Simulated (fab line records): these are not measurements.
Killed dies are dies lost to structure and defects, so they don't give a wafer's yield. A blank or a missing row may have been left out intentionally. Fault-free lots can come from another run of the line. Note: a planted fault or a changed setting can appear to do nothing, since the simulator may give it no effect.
Chamber matching / flow nand_harc / 4 sister chambers for NHARC_A_ZERO_WELL_DESCUM_12 on rie_diel-05
The step chemistry O2, time 3 s. 14 wafers are shown with their chamber, then 7 later ones without.

WAFERS PAIRED WITH THEIR CHAMBERS
wafer=L369.3; chamber=3; showerhead_plenum_p_Torr (Torr)=1.78; drypump_motor_current_A (A)=5.9; oes_product_au (a.u.)=1.005
wafer=L369.5; chamber=2; showerhead_plenum_p_Torr (Torr)=1.85; drypump_motor_current_A (A)=6.6; oes_product_au (a.u.)=0.999
wafer=L369.6; chamber=3; showerhead_plenum_p_Torr (Torr)=1.78; drypump_motor_current_A (A)=5.9; oes_product_au (a.u.)=0.996
wafer=L380.3; chamber=1; showerhead_plenum_p_Torr (Torr)=1.91; drypump_motor_current_A (A)=6.4; oes_product_au (a.u.)=0.999
wafer=L380.4; chamber=2; showerhead_plenum_p_Torr (Torr)=1.85; drypump_motor_current_A (A)=6.6; oes_product_au (a.u.)=1.002
wafer=L380.5; chamber=2; showerhead_plenum_p_Torr (Torr)=1.85; drypump_motor_current_A (A)=6.6; oes_product_au (a.u.)=1.008
wafer=L381.1; chamber=3; showerhead_plenum_p_Torr (Torr)=1.78; drypump_motor_current_A (A)=5.9; oes_product_au (a.u.)=0.992
wafer=L381.3; chamber=2; showerhead_plenum_p_Torr (Torr)=1.85; drypump_motor_current_A (A)=6.6; oes_product_au (a.u.)=1.006
wafer=L381.5; chamber=0; showerhead_plenum_p_Torr (Torr)=2.04; drypump_motor_current_A (A)=5.2; oes_product_au (a.u.)=1.005
wafer=L382.3; chamber=3; showerhead_plenum_p_Torr (Torr)=1.78; drypump_motor_current_A (A)=5.9; oes_product_au (a.u.)=0.990
wafer=L382.4; chamber=1; showerhead_plenum_p_Torr (Torr)=1.90; drypump_motor_current_A (A)=6.5; oes_product_au (a.u.)=0.991
wafer=L382.6; chamber=1; showerhead_plenum_p_Torr (Torr)=1.90; drypump_motor_current_A (A)=6.5; oes_product_au (a.u.)=1.008
wafer=L383.1; chamber=3; showerhead_plenum_p_Torr (Torr)=1.78; drypump_motor_current_A (A)=5.9; oes_product_au (a.u.)=0.988
wafer=L383.2; chamber=0; showerhead_plenum_p_Torr (Torr)=2.04; drypump_motor_current_A (A)=5.1; oes_product_au (a.u.)=1.020

SIGNATURES (averages over the wafers above)
reading=showerhead_plenum_p_Torr; chamber 0=2.0400; chamber 1=1.9033; chamber 2=1.8500; chamber 3=1.7800; scatter within a chamber=0.00258
reading=drypump_motor_current_A; chamber 0=5.150; chamber 1=6.467; chamber 2=6.600; chamber 3=5.900; scatter within a chamber=0.0342
reading=oes_product_au; chamber 0=1.01250; chamber 1=0.99933; chamber 2=1.00375; chamber 3=0.99420; scatter within a chamber=0.00698
Rule: for a wafer and a chamber, the distance is found by dividing, reading by reading, the gap between the wafer's reading and the chamber's mean by the reading's scatter, squaring, summing and taking the root. If the next closest chamber is less than 2 further off than the closest, the wafer can't be placed; otherwise it belongs to the closest. The scatter: the root of (the sum of the squares of (reading less its chamber's mean) over the shown wafers, divided by (wafers less chambers)).

WAFERS WITHOUT THEIR CHAMBER
wafer=L383.4; showerhead_plenum_p_Torr (Torr)=1.91; drypump_motor_current_A (A)=6.5; oes_product_au (a.u.)=1.002
wafer=L384.1; showerhead_plenum_p_Torr (Torr)=1.78; drypump_motor_current_A (A)=5.9; oes_product_au (a.u.)=0.998
wafer=L384.3; showerhead_plenum_p_Torr (Torr)=1.90; drypump_motor_current_A (A)=6.5; oes_product_au (a.u.)=0.994
wafer=L384.5; showerhead_plenum_p_Torr (Torr)=1.85; drypump_motor_current_A (A)=6.6; oes_product_au (a.u.)=0.995
wafer=L385.4; showerhead_plenum_p_Torr (Torr)=2.04; drypump_motor_current_A (A)=5.2; oes_product_au (a.u.)=1.006
wafer=L385.5; showerhead_plenum_p_Torr (Torr)=1.91; drypump_motor_current_A (A)=6.5; oes_product_au (a.u.)=0.994
wafer=L385.6; showerhead_plenum_p_Torr (Torr)=2.04; drypump_motor_current_A (A)=5.2; oes_product_au (a.u.)=1.015

WHICH CHAMBER EACH ONE RAN IN
wafer=L383.4; from the rows above=1; in truth=1
wafer=L384.1; from the rows above=3; in truth=3
wafer=L384.3; from the rows above=1; in truth=1
wafer=L384.5; from the rows above=2; in truth=2
wafer=L385.4; from the rows above=0; in truth=0
wafer=L385.5; from the rows above=1; in truth=1
wafer=L385.6; from the rows above=0; in truth=0
Correct placement for 7 of the 7. From these rows, 0 cannot be placed. Placed wrongly: 0.
